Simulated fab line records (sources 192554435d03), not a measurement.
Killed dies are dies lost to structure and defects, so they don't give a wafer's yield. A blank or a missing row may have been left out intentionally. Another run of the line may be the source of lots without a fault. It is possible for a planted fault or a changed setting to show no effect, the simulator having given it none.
The tool behind it: which one? -- flow n5 finfet -- 11 lots with 31 wafers sampled at 4 steps, on a route of 1938 steps

## WHAT THE GAUGES SHOWED, per wafer
N5_BEOL_M4_RC_MEAS_101.
lot,measured,on,DIBL_N (mV/V)
L348,day 7 23:52,prober-01,36.0 35.7 36.9
L349,day 8 05:44,prober-01,37.3 38.7 36.8
L353,day 8 23:57,prober-01,36.8 38.0 41.7
L354,day 9 03:59,prober-02,39.6 35.2 36.4
L355,day 9 11:13,prober-02,38.4 42.2
L356,day 10 06:21,prober-02,39.1 37.1
L365,day 12 19:10,prober-01,33.6 34.9 34.4
L366,day 12 12:56,prober-01,37.7 37.7 36.4
L367,day 12 20:18,prober-02,34.0 34.5 34.4
L369,day 14 02:38,prober-02,37.1 36.2 36.1
L370,day 14 02:44,prober-01,35.8 35.0 35.1

## TOOL THAT RAN EACH LOT (tool first, then ch and the chambers of the sampled wafers, then the start)
lot,N5_SD_EPI_N_VAPOR_ETCH_50,N5_BEOL_M4_ANNEAL_89,N5_BEOL_M4_ANNEAL_91
L348,"epi rpcvd-04 ch 0, day 3 10:18","pvd sputter-01, day 7 21:55","pvd sputter-01, day 7 22:08"
L349,"epi rpcvd-03 ch 0, day 3 15:20","pvd sputter-01, day 8 03:50","pvd sputter-01, day 8 04:04"
L353,"epi rpcvd-03 ch 0, day 4 14:28","pvd sputter-03, day 8 22:03","pvd sputter-03, day 8 22:16"
L354,"epi rpcvd-03 ch 0, day 4 20:15","pvd sputter-01, day 9 01:35","pvd sputter-01, day 9 01:48"
L355,"epi rpcvd-03 ch 0, day 5 02:22","pvd sputter-01, day 9 09:01","pvd sputter-01, day 9 09:14"
L356,"epi rpcvd-03 ch 0, day 5 09:50","pvd sputter-01, day 10 04:08","pvd sputter-01, day 10 04:22"
L365,"epi rpcvd-01 ch 0, day 7 19:37","pvd sputter-02, day 12 16:26","pvd sputter-02, day 12 16:39"
L366,"epi rpcvd-03 ch 0, day 7 20:16","pvd sputter-01, day 12 10:42","pvd sputter-01, day 12 10:55"
L367,"epi rpcvd-03 ch 0, day 8 06:40","pvd sputter-01, day 12 17:49","pvd sputter-01, day 12 18:02"
L369,"epi rpcvd-04 ch 0, day 8 16:13","pvd sputter-03, day 14 00:44","pvd sputter-03, day 14 00:57"
L370,"epi rpcvd-03 ch 0, day 8 19:04","pvd sputter-02, day 14 00:49","pvd sputter-02, day 14 01:02"
- N5_SD_EPI_N_VAPOR_ETCH_50: etches Si in HCl, time 54 s.
- N5_BEOL_M4_ANNEAL_89: time 240 s.
- N5_BEOL_M4_ANNEAL_91: time 240 s.

## THE ANSWER, worked out from the rows above alone
Rule: the lots themselves supply what counts as usual. Put in order of their means at a reading, lots are off if they are a third of the lots or fewer, leave a main group of 4 or more, and stand apart from it by a gap of 3 or more times the standard deviation of the main group's means; of several such gaps the widest counts. The tables above print the reading to a certain number of digits; a main group whose means all agree to those digits is not used. Also off: a lot with no number at a reading for which 4 or more lots have one. Any other lot the step has rows for is counted as sound.
Nothing can be told from this: no lot is off at any reading shown.

## WHAT THE SIMULATOR HAD PUT IN
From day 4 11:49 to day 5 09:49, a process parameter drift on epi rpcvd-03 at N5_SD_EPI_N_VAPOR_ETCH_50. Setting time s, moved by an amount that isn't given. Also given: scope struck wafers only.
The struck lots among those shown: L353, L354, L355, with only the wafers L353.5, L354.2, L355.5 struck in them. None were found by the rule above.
